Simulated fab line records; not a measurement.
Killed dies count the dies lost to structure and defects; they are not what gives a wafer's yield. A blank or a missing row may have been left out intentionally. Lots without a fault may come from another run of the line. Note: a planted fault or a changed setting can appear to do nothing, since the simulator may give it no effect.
fab line records + flow n5Finfet
record
- lots=6
- wafers=18
- lastDay=17
route steps=1938 shown FIN_SAQP@97 BEOL_M4@1111 PASSIVATION@1936
lots that met no fault: taken from a fault-free run of the same line
startH: hours from the record's opening day to when the first of the lot's shown wafers began + waitH: time in hours since the lot's previous step + " unchanged from the row above + L1.1+2: one row covering several wafers at once + - no value, or no start was given + * or withheld: withheld + < > ~ a bound
route shown NAME@n: names a module that has steps shown in the file, with the first one's number in the route + usual: the fault-free wafers' mean and standard deviation + same: alike in all rows + chamber/n: place in a boat + sites: per-site readings + _std_site: the values' standard deviation + _edge_site: the outer-site mean with the inner-site mean subtracted + radiusMm: for every site, how far away it sits from the centre of the wafer + mask NAME#n: copy n + behind: the most recent tool/chamber to have shaped the wafer + hold: why the lot went on hold/how many hours it stayed there/how the hold came to an end + device: the transistor (n, p or np) that didn't switch + end of line: at the end of the route, the tests of the same wafers + where a step has no rows: the recipe by itself + killed: the dies lost at the first sort to structure and to defects; this is not the yield of the wafer + map: a wafer's dies, marking killed ones x, the rest . and places with no die _
set.NAME: the setting as run; set.NAME@STEP: as run at that earlier step + model.NAME: the simulator's own value behind a step, which no gauge read
lots at selected steps of the route; one table per step, one row per wafer
services: from which hour (startH, from the record's first day; less than 0 if before it) a tool's chamber was out of use, for how many hours, and why
## steps
# step N5_FIN_SAQP_THK_MEAS_05
# usual
- thkNm=37.9/0.55
| lot.wafer | tool         | chamber | startH | waitH | thkNm |
|-----------|--------------|---------|--------|-------|-------|
| L371.1    | filmMetro-02 | -       | 45.83  | 0.1   | 38.1  |
| L371.4    | "            | -       | "      | "     | 38.4  |
| L371.6    | "            | -       | "      | "     | 38.4  |
| L374.1    | filmMetro-02 | -       | 63.20  | 0.1   | 37.7  |
| L374.4    | "            | -       | "      | "     | 38.4  |
| L374.6    | "            | -       | "      | "     | 38.4  |
| L378.2    | filmMetro-02 | -       | 87.30  | 0.1   | 37.0  |
| L378.3    | "            | -       | "      | "     | 37.3  |
| L378.6    | "            | -       | "      | "     | 37.7  |
| L379.2    | filmMetro-02 | -       | 92.76  | 0.1   | 37.4  |
| L379.5    | "            | -       | "      | "     | 38.8  |
| L379.6    | "            | -       | "      | "     | 37.9  |
| L386.1    | filmMetro-01 | -       | 135.75 | 0.1   | 37.2  |
| L386.3    | "            | -       | "      | "     | 37.5  |
| L386.5    | "            | -       | "      | "     | 38.5  |
| L387.1    | filmMetro-01 | -       | 142.00 | 0.1   | 38.5  |
| L387.3    | "            | -       | "      | "     | 38.6  |
| L387.4    | "            | -       | "      | "     | 39.0  |
# step N5_FIN_SAQP_PECVD_47
# recipe
- material=a-Si
- targetThkA=450
- tempC=400
- precursor=SiH4/He
- pressureTorr=3
- rfW=100
- timeS=36.3
# usual
- heaterPowerOuterW=524/90
- heaterPowerW=856/120
- showerheadPlenumPTorr=5.67/0.056
- throttleValvePct=18.5/0.76
| lot.wafer | tool     | chamber | startH | waitH | heaterPowerOuterW | heaterPowerW | showerheadPlenumPTorr | throttleValvePct |
|-----------|----------|---------|--------|-------|-------------------|--------------|-----------------------|------------------|
| L371.1    | pecvd-01 | 0       | 45.87  | 0.0   | 519               | 874          | 5.74                  | 18.7             |
| L371.4    | "        | 1       | "      | "     | 387               | 660          | 5.67                  | 20.2             |
| L371.6    | "        | 0       | "      | "     | 535               | 859          | 5.73                  | 18.9             |
| L374.1    | pecvd-01 | 2       | 63.24  | 0.0   | 721               | 1111         | 5.77                  | 18.5             |
| L374.4    | "        | 1       | "      | "     | 479               | 788          | 5.68                  | 20.0             |
| L374.6    | "        | 2       | "      | "     | 725               | 1064         | 5.80                  | 18.7             |
| L378.2    | pecvd-03 | 1       | 87.34  | 0.0   | 497               | 852          | 5.61                  | 18.7             |
| L378.3    | "        | 0       | "      | "     | 551               | 872          | 5.70                  | 18.3             |
| L378.6    | "        | 2       | "      | "     | 548               | 866          | 5.63                  | 17.8             |
| L379.2    | pecvd-04 | 0       | 92.80  | 0.0   | 554               | 925          | 5.67                  | 17.8             |
| L379.5    | "        | 0       | "      | "     | 557               | 929          | 5.65                  | 17.6             |
| L379.6    | "        | 1       | "      | "     | 422               | 696          | 5.61                  | 18.4             |
| L386.1    | pecvd-04 | 1       | 135.79 | 0.0   | 435               | 715          | 5.62                  | 18.4             |
| L386.3    | "        | 2       | "      | "     | 426               | 694          | 5.59                  | 17.4             |
| L386.5    | "        | 0       | "      | "     | 536               | 903          | 5.66                  | 17.9             |
| L387.1    | pecvd-04 | 2       | 142.04 | 0.0   | 508               | 800          | 5.61                  | 17.5             |
| L387.3    | "        | 0       | "      | "     | 611               | 960          | 5.67                  | 17.7             |
| L387.4    | "        | 0       | "      | "     | 573               | 978          | 5.66                  | 17.8             |
# step N5_FIN_SAQP_PECVD_48
# recipe
- material=SiNx
- targetThkA=250
- tempC=400
- precursor=SiH4/NH3/N2
- pressureTorr=1.5
- rfW=300
- timeS=22.1
# usual
- heaterPowerOuterW=466/91
- heaterPowerW=780/130
- showerheadPlenumPTorr=5.14/0.076
- throttleValvePct=40.6/1.7
| lot.wafer | tool     | chamber | startH | waitH | heaterPowerOuterW | heaterPowerW | showerheadPlenumPTorr | throttleValvePct |
|-----------|----------|---------|--------|-------|-------------------|--------------|-----------------------|------------------|
| L371.1    | pecvd-01 | 0       | 45.93  | 0.0   | 518               | 825          | 5.22                  | 41.2             |
| L371.4    | "        | 1       | "      | "     | 417               | 714          | 5.15                  | 44.0             |
| L371.6    | "        | 0       | "      | "     | 508               | 852          | 5.23                  | 41.5             |
| L374.1    | pecvd-01 | 2       | 63.28  | 0.0   | 581               | 924          | 5.31                  | 40.7             |
| L374.4    | "        | 1       | "      | "     | 365               | 661          | 5.13                  | 44.2             |
| L374.6    | "        | 2       | "      | "     | 582               | 900          | 5.31                  | 40.6             |
| L378.2    | pecvd-03 | 1       | 87.38  | 0.0   | 417               | 781          | 5.10                  | 41.0             |
| L378.3    | "        | 0       | "      | "     | 489               | 828          | 5.20                  | 41.1             |
| L378.6    | "        | 2       | "      | "     | 480               | 773          | 5.09                  | 39.2             |
| L379.2    | pecvd-04 | 0       | 92.84  | 0.0   | 518               | 871          | 5.13                  | 38.8             |
| L379.5    | "        | 0       | "      | "     | 523               | 862          | 5.13                  | 38.9             |
| L379.6    | "        | 1       | "      | "     | 311               | 547          | 5.06                  | 40.6             |
| L386.1    | pecvd-04 | 1       | 135.83 | 0.0   | 294               | 537          | 5.06                  | 40.7             |
| L386.3    | "        | 2       | "      | "     | 365               | 619          | 5.04                  | 38.4             |
| L386.5    | "        | 0       | "      | "     | 458               | 796          | 5.14                  | 39.2             |
| L387.1    | pecvd-04 | 2       | 142.08 | 0.0   | 444               | 702          | 5.05                  | 38.1             |
| L387.3    | "        | 0       | "      | "     | 545               | 921          | 5.12                  | 39.2             |
| L387.4    | "        | 0       | "      | "     | 562               | 927          | 5.14                  | 39.1             |
# step N5_FIN_SAQP_PECVD_06
# recipe
- material=a-Si
- targetThkA=600
- tempC=400
- precursor=SiH4/He
- pressureTorr=3
- rfW=100
- timeS=48.1
# usual
- heaterPowerOuterW=521/93
- heaterPowerW=852/130
- showerheadPlenumPTorr=5.67/0.055
- throttleValvePct=18.5/0.75
| lot.wafer | tool     | chamber | startH | waitH | heaterPowerOuterW | heaterPowerW | showerheadPlenumPTorr | throttleValvePct |
|-----------|----------|---------|--------|-------|-------------------|--------------|-----------------------|------------------|
| L371.1    | pecvd-01 | 0       | 45.99  | 0.0   | 579               | 905          | 5.72                  | 18.8             |
| L371.4    | "        | 1       | "      | "     | 426               | 726          | 5.67                  | 19.9             |
| L371.6    | "        | 0       | "      | "     | 567               | 905          | 5.72                  | 19.0             |
| L374.1    | pecvd-01 | 2       | 63.32  | 0.0   | 753               | 1125         | 5.77                  | 18.7             |
| L374.4    | "        | 1       | "      | "     | 402               | 692          | 5.67                  | 20.2             |
| L374.6    | "        | 2       | "      | "     | 728               | 1102         | 5.76                  | 18.7             |
| L378.2    | pecvd-03 | 1       | 87.42  | 0.0   | 432               | 788          | 5.63                  | 18.9             |
| L378.3    | "        | 0       | "      | "     | 535               | 872          | 5.71                  | 18.7             |
| L378.6    | "        | 2       | "      | "     | 479               | 783          | 5.65                  | 17.9             |
| L379.2    | pecvd-04 | 0       | 92.88  | 0.0   | 605               | 1006         | 5.66                  | 17.7             |
| L379.5    | "        | 0       | "      | "     | 605               | 996          | 5.67                  | 17.7             |
| L379.6    | "        | 1       | "      | "     | 434               | 687          | 5.61                  | 18.6             |
| L386.1    | pecvd-04 | 1       | 135.87 | 0.0   | 424               | 685          | 5.63                  | 18.6             |
| L386.3    | "        | 2       | "      | "     | 496               | 804          | 5.62                  | 17.2             |
| L386.5    | "        | 0       | "      | "     | 505               | 838          | 5.65                  | 17.7             |
| L387.1    | pecvd-04 | 2       | 142.12 | 0.0   | 476               | 780          | 5.60                  | 17.4             |
| L387.3    | "        | 0       | "      | "     | 551               | 916          | 5.67                  | 17.6             |
| L387.4    | "        | 0       | "      | "     | 556               | 917          | 5.66                  | 17.8             |
# step N5_FIN_SAQP_THK_MEAS_07
# usual
- thkNm=60.1/0.71
| lot.wafer | tool         | chamber | startH | waitH | thkNm |
|-----------|--------------|---------|--------|-------|-------|
| L371.1    | filmMetro-02 | -       | 46.11  | 0.1   | 60.1  |
| L371.4    | "            | -       | "      | "     | 60.4  |
| L371.6    | "            | -       | "      | "     | 60.3  |
| L374.1    | filmMetro-02 | -       | 63.41  | 0.1   | 60.4  |
| L374.4    | "            | -       | "      | "     | 60.9  |
| L374.6    | "            | -       | "      | "     | 61.5  |
| L378.2    | filmMetro-02 | -       | 87.51  | 0.1   | 61.0  |
| L378.3    | "            | -       | "      | "     | 59.8  |
| L378.6    | "            | -       | "      | "     | 61.1  |
| L379.2    | filmMetro-02 | -       | 92.97  | 0.1   | 59.0  |
| L379.5    | "            | -       | "      | "     | 59.8  |
| L379.6    | "            | -       | "      | "     | 59.5  |
| L386.1    | filmMetro-01 | -       | 135.96 | 0.1   | 59.6  |
| L386.3    | "            | -       | "      | "     | 60.0  |
| L386.5    | "            | -       | "      | "     | 60.7  |
| L387.1    | filmMetro-02 | -       | 142.21 | 0.1   | 59.7  |
| L387.3    | "            | -       | "      | "     | 59.8  |
| L387.4    | "            | -       | "      | "     | 60.3  |
# step N5_FIN_SAQP_HM_DEP_72
# recipe
- material=SiO2
- targetThkA=120
- tempC=400
- precursor=SiH4/N2O
- pressureTorr=0.75
- rfW=275
- timeS=7.2
# usual
- heaterPowerOuterW=480/81
- heaterPowerW=802/110
- showerheadPlenumPTorr=8.14/0.14
| lot.wafer | tool     | chamber | startH | waitH | heaterPowerOuterW | heaterPowerW | showerheadPlenumPTorr |
|-----------|----------|---------|--------|-------|-------------------|--------------|-----------------------|
| L371.1    | pecvd-03 | 1       | 46.14  | 0.0   | 380               | 719          | 8.00                  |
| L371.4    | "        | 2       | "      | "     | 510               | 838          | 8.06                  |
| L371.6    | "        | 1       | "      | "     | 389               | 709          | 8.04                  |
| L374.1    | pecvd-04 | 2       | 63.44  | 0.0   | 421               | 693          | 7.96                  |
| L374.4    | "        | 0       | "      | "     | 469               | 830          | 8.13                  |
| L374.6    | "        | 1       | "      | "     | 304               | 543          | 7.97                  |
| L378.2    | pecvd-03 | 0       | 87.54  | 0.0   | 499               | 840          | 8.26                  |
| L378.3    | "        | 1       | "      | "     | 464               | 813          | 8.02                  |
| L378.6    | "        | 2       | "      | "     | 477               | 783          | 8.07                  |
| L379.2    | pecvd-04 | 0       | 93.00  | 0.0   | 554               | 935          | 8.12                  |
| L379.5    | "        | 0       | "      | "     | 564               | 952          | 8.11                  |
| L379.6    | "        | 1       | "      | "     | 357               | 620          | 7.96                  |
| L386.1    | pecvd-03 | 2       | 136.00 | 0.0   | 445               | 747          | 8.08                  |
| L386.3    | "        | 1       | "      | "     | 466               | 807          | 8.03                  |
| L386.5    | "        | 2       | "      | "     | 455               | 736          | 8.07                  |
| L387.1    | pecvd-03 | 0       | 142.25 | 0.0   | 402               | 712          | 8.27                  |
| L387.3    | "        | 2       | "      | "     | 530               | 856          | 8.08                  |
| L387.4    | "        | 1       | "      | "     | 396               | 742          | 8.05                  |
# step N5_FIN_SAQP_COAT_49
# recipe
- resist=SOC
- tempC=250
- timeS=60
- spinRpm=1500
- resistThkNm=100
# step N5_FIN_SAQP_COAT_50
# recipe
- resist=SiARC
- tempC=220
- timeS=60
- spinRpm=1500
- resistThkNm=35
# step N5_FIN_SAQP_COAT_10
# recipe
- resist=CAR-ArF
- spinRpm=1500
- resistThkNm=90
# step N5_FIN_SAQP_EBR_12
# recipe
- solvent=PGMEA
- ebrWidthMm=1.5
# step N5_FIN_SAQP_SOFTBAKE_11
# recipe
- tempC=110
- timeS=60
- resist=CAR-ArF
# step N5_FIN_SAQP_EXPOSE_13
# recipe
- maskId=FIN_CORE
- na=1.35
- sourceShape=dipole
- sigmaInner=0.538
- sigmaOuter=0.738
- polarization=te
- targetCdNm=35.6
- doseMj=63.25
# step N5_FIN_SAQP_PEB_14
# recipe
- pebTempC=withheld
- pebTimeS=60
- resist=CAR-ArF
| lot.wafer  | tool          | chamber | startH | waitH |
|------------|---------------|---------|--------|-------|
| L371.1+4+6 | lithoTrack-03 | 0       | 46.40  | 0.1   |
| L374.1+4+6 | lithoTrack-04 | 0       | 63.70  | 0.1   |
| L378.2+3+6 | lithoTrack-04 | 0       | 87.93  | 0.0   |
| L379.2+5+6 | lithoTrack-04 | 0       | 93.39  | 0.0   |
| L386.1+3+5 | lithoTrack-01 | 0       | 136.37 | 0.1   |
| L387.1+3+4 | lithoTrack-03 | 0       | 142.50 | 0.1   |
# step N5_FIN_SAQP_DEVELOP_15
# recipe
- developTimeS=30
- developer=TMAH
- resist=CAR-ArF
- devTempC=23
- rinseLiquid=diw
- dry=airSpin
# step N5_FIN_SAQP_CD_MEAS_16
# recipe
- targetCdNm=35.6
- landingEnergyEv=500
- detector=seInlens
# usual
- cdNm=35.6/0.31
| lot.wafer | tool     | chamber | startH | waitH | cdNm |
|-----------|----------|---------|--------|-------|------|
| L371.1    | cdSem-03 | 0       | 46.47  | -     | 36.0 |
| L371.4    | "        | 0       | "      | "     | 35.8 |
| L371.6    | "        | 0       | "      | "     | 35.9 |
| L374.1    | cdSem-03 | 0       | 63.77  | -     | 35.7 |
| L374.4    | "        | 0       | "      | "     | 35.7 |
| L374.6    | "        | 0       | "      | "     | 35.7 |
| L378.2    | cdSem-01 | 0       | 87.99  | -     | 35.0 |
| L378.3    | "        | 0       | "      | "     | 31.7 |
| L378.6    | "        | 0       | "      | "     | 31.5 |
| L379.2    | cdSem-03 | 0       | 93.45  | -     | 35.3 |
| L379.5    | "        | 0       | "      | "     | 35.1 |
| L379.6    | "        | 0       | "      | "     | 31.8 |
| L386.1    | cdSem-03 | 0       | 136.44 | -     | 35.6 |
| L386.3    | "        | 0       | "      | "     | 35.2 |
| L386.5    | "        | 0       | "      | "     | 35.5 |
| L387.1    | cdSem-03 | 0       | 142.57 | -     | 35.8 |
| L387.3    | "        | 0       | "      | "     | 35.8 |
| L387.4    | "        | 0       | "      | "     | 35.8 |
# step N5_FIN_SAQP_OVL_MEAS_17
# recipe
- pointsPerWafer=44
# usual
- FIN_CORE_OVL=-0.4/0.91
| lot.wafer | tool       | chamber | startH | waitH | FIN_CORE_OVL[nm] |
|-----------|------------|---------|--------|-------|------------------|
| L371.1    | overlay-01 | 0       | 46.51  | 0.0   | 0.8              |
| L371.4    | "          | 0       | "      | "     | 1.9              |
| L371.6    | "          | 0       | "      | "     | 0.4              |
| L374.1    | overlay-02 | 0       | 63.81  | 0.0   | -1.1             |
| L374.4    | "          | 0       | "      | "     | -1.7             |
| L374.6    | "          | 0       | "      | "     | -1.6             |
| L378.2    | overlay-02 | 0       | 88.03  | 0.0   | -0.8             |
| L378.3    | "          | 0       | "      | "     | -0.2             |
| L378.6    | "          | 0       | "      | "     | -1.4             |
| L379.2    | overlay-02 | 0       | 93.49  | 0.0   | -0.4             |
| L379.5    | "          | 0       | "      | "     | 0.3              |
| L379.6    | "          | 0       | "      | "     | -0.5             |
| L386.1    | overlay-02 | 0       | 136.48 | 0.0   | 0.0              |
| L386.3    | "          | 0       | "      | "     | 1.3              |
| L386.5    | "          | 0       | "      | "     | 0.5              |
| L387.1    | overlay-01 | 0       | 142.61 | 0.0   | -0.4             |
| L387.3    | "          | 0       | "      | "     | -0.7             |
| L387.4    | "          | 0       | "      | "     | -1.3             |
# step N5_BEOL_M4_RC_MEAS_101
# usual
- DIBL_N=36.4/1.4
- DIBL_P=36.4/1.5
- IOFF_N=0.156/0.022
- IOFF_P=0.210/0.023
- ION_N=675/9.1
- ION_P=463/5.7
- SS_N=71.6/0.45
- SS_P=73.3/0.56
- VT_N=250/3.1
- VT_P=-250.3/2.3
| lot.wafer | tool      | chamber | startH | waitH | DIBL_N[mV/V] | DIBL_P[mV/V] | IOFF_N[nA/um] | IOFF_P[nA/um] | ION_N[uA/um] | ION_P[uA/um] | SS_N[mV/dec] | SS_P[mV/dec] | VT_N[mV] | VT_P[mV] |
|-----------|-----------|---------|--------|-------|--------------|--------------|---------------|---------------|--------------|--------------|--------------|--------------|----------|----------|
| L371.1    | prober-01 | 0       | 221.76 | 0.0   | 35.4         | 36.8         | 0.149         | 0.233         | 678          | 475          | 71.1         | 73.1         | 251      | -244.7   |
| L371.4    | "         | 0       | "      | "     | 33.7         | 34.5         | 0.114         | 0.180         | 666          | 463          | 70.5         | 73.1         | 255      | -251.8   |
| L371.6    | "         | 0       | "      | "     | 35.0         | 36.3         | 0.133         | 0.213         | 684          | 474          | 70.6         | 73.4         | 253      | -250.0   |
| L374.1    | prober-02 | 0       | 234.37 | 0.0   | 37.4         | 37.3         | 0.156         | 0.211         | 669          | 464          | 72.4         | 73.7         | 249      | -252.6   |
| L374.4    | "         | 0       | "      | "     | 38.2         | 37.2         | 0.164         | 0.203         | 678          | 456          | 72.1         | 73.3         | 251      | -254.0   |
| L374.6    | "         | 0       | "      | "     | 37.3         | 37.2         | 0.151         | 0.194         | 664          | 451          | 71.3         | 73.2         | 251      | -254.2   |
| L379.2    | prober-01 | 0       | 257.46 | 0.2   | 34.8         | 34.8         | 0.123         | 0.179         | 656          | 450          | 71.4         | 73.2         | 256      | -254.4   |
| L379.5    | "         | 0       | "      | "     | 36.0         | 36.2         | 0.136         | 0.194         | 660          | 464          | 71.5         | 74.0         | 255      | -252.4   |
| L379.6    | "         | 0       | "      | "     | 37.7         | 37.9         | 0.170         | 0.232         | 671          | 461          | 72.1         | 73.5         | 252      | -250.2   |
| L378.2    | prober-02 | 0       | 264.84 | 0.2   | 35.3         | 36.3         | 0.129         | 0.206         | 658          | 463          | 71.5         | 73.3         | 256      | -250.7   |
| L378.3    | "         | 0       | "      | "     | 36.1         | 36.3         | 0.136         | 0.203         | 671          | 461          | 72.2         | 73.5         | 254      | -250.2   |
| L378.6    | "         | 0       | "      | "     | 36.7         | 37.7         | 0.145         | 0.223         | 664          | 461          | 71.9         | 73.4         | 253      | -249.0   |
| L386.1    | prober-02 | 0       | 310.96 | 0.0   | 34.6         | 35.7         | 0.124         | 0.189         | 660          | 465          | 71.1         | 72.1         | 249      | -249.2   |
| L386.3    | "         | 0       | "      | "     | 34.8         | 36.3         | 0.135         | 0.187         | 667          | 463          | 71.1         | 72.6         | 253      | -251.5   |
| L386.5    | "         | 0       | "      | "     | 34.5         | 35.2         | 0.127         | 0.180         | 671          | 460          | 71.5         | 72.2         | 252      | -251.7   |
| L387.1    | prober-02 | 0       | 315.33 | 0.0   | 33.9         | 33.7         | 0.121         | 0.188         | 673          | 464          | 70.9         | 73.8         | 250      | -250.0   |
| L387.3    | "         | 0       | "      | "     | 36.1         | 36.5         | 0.162         | 0.218         | 678          | 469          | 72.2         | 73.7         | 252      | -247.1   |
| L387.4    | "         | 0       | "      | "     | 34.8         | 34.6         | 0.134         | 0.194         | 666          | 462          | 70.8         | 72.9         | 252      | -249.0   |
# step N5_PASSIVATION_PROBE_49
# usual
- defectLimitedYield=91.5/1.3
- killed_at_M0_to_M3=33/10
- killed_at_M4_up=13/4
- killedAtContacts=12/6.3
- killedAtFrontEnd=39/11
- killedAtOther=3.4/2.6
- killedDies=100/15
- killedOpen=65/11
- killedShort=34/7.8
- sort_bin_5_function=5.0/0.89
- sort_bin_6_memory=3.2/0.58
- sortNPass=1080/15
- sortYieldPct=91.5/1.3
# same
- grossDies=1180
- killedAtBackSide=0
- sort_bin_4_leakage[%]=0
- sort_bin_8_speed[%]=0
| lot.wafer | tool      | chamber | startH | waitH | defectLimitedYield[%] | killed_at_M0_to_M3 | killed_at_M4_up | killedAtContacts | killedAtFrontEnd | killedAtOther | killedDies | killedOpen | killedShort | sort_bin_5_function[%] | sort_bin_6_memory[%] | sortNPass | sortYieldPct[%] |
|-----------|-----------|---------|--------|-------|-----------------------|--------------------|-----------------|------------------|------------------|---------------|------------|------------|-------------|------------------------|----------------------|-----------|-----------------|
| L379.6    | prober-01 | -       | 363.69 | 0.3   | 90.6                  | 40                 | 9               | 2                | 57               | 3             | 111        | 58         | 44          | 5.7                    | 3.2                  | 1069      | 90.6            |
| L378.3    | prober-02 | -       | 382.14 | 0.1   | 92.4                  | 22                 | 10              | 8                | 48               | 2             | 90         | 53         | 25          | 5.5                    | 1.9                  | 1090      | 92.4            |
| L378.6    | prober-02 | -       | 382.29 | 0.3   | 86.7                  | 71                 | 15              | 26               | 45               | 0             | 157        | 84         | 65          | 8.2                    | 4.5                  | 1023      | 86.7            |
# killed by level:class
L379.6 BEOL_M3:geometricParticle:open=12 GATE_CUT:geometricParticle:short=10 BEOL_M0_SAQP:geometricParticle:short=10 BEOL_M0_SAQP:geometricParticle:open=9 FIN_SAQP:areaPeb=9 FIN_SAQP:geometricParticle:short=7 FIN_SAQP:geometricParticle:open=6 ILD0:geometricParticle:short=5
L378.3 FIN_SAQP:areaPeb=11 FIN_SAQP:geometricParticle:short=10 MOL_CONTACT_COAG:geometricParticle:open=8 BEOL_M1:geometricParticle:open=8 FIN_SAQP:geometricParticle:open=7 STI_FIN_REVEAL:geometricParticle:open=6 BEOL_M0_SAQP:geometricParticle:open=4 BEOL_M0_SAQP:geometricParticle:short=4
L378.6 BEOL_M0_SAQP:geometricParticle:short=20 MOL_CONTACT_COAG:geometricParticle:open=19 FIN_SAQP:geometricParticle:short=12 BEOL_M0_SAQP:geometricParticle:open=11 BEOL_M2:geometricParticle:open=10 BEOL_M3:geometricParticle:open=10 BEOL_M1:geometricParticle:open=10 MOL_CONTACT_COAG:geometricParticle:short=7
## services
| tool          | chamber | startH | hours | kind                     |
|---------------|---------|--------|-------|--------------------------|
| pecvd-04      | -       | 26.44  | 1.1   | repair                   |
| pecvd-03      | 2       | 33.51  | 5.5   | scheduledDown            |
| pecvd-01      | 2       | 36.73  | 17.1  | repair                   |
| pecvd-03      | 1       | 96.80  | 2.1   | scheduledDown            |
| pecvd-03      | -       | 98.90  | 2.8   | pm                       |
| pecvd-01      | 2       | 100.32 | 2.1   | scheduledDown            |
| lithoTrack-01 | -       | 107.62 | -     | consumableReplace:filter |
| lithoTrack-04 | -       | 116.82 | -     | consumableReplace:filter |
| pecvd-04      | 1       | 131.32 | 2.1   | scheduledDown            |
| lithoTrack-01 | -       | 138.60 | -     | consumableReplace:filter |
## key
firstSign
- step=N5_FIN_SAQP_CD_MEAS_16
- reading=cdNm
- direction=down
- sigmas=13
- usual=35.6
- struck=31.7
effect none on later readings
metAt N5_FIN_SAQP_PEB_14
struckWafers L378.3,L378.6,L379.6
onsetBetween 63.70 87.93
fault
- kind=processParameterDrift
- tool=lithoTrack-04
- chamber=-
- onsetH=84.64
- steps=N5_FIN_SAQP_PEB_14
- channel=pebTimeS
- offset=*
- shape=step
- endH=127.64
- scope=struckWafersOnly
- actsIn=*
- stated=*
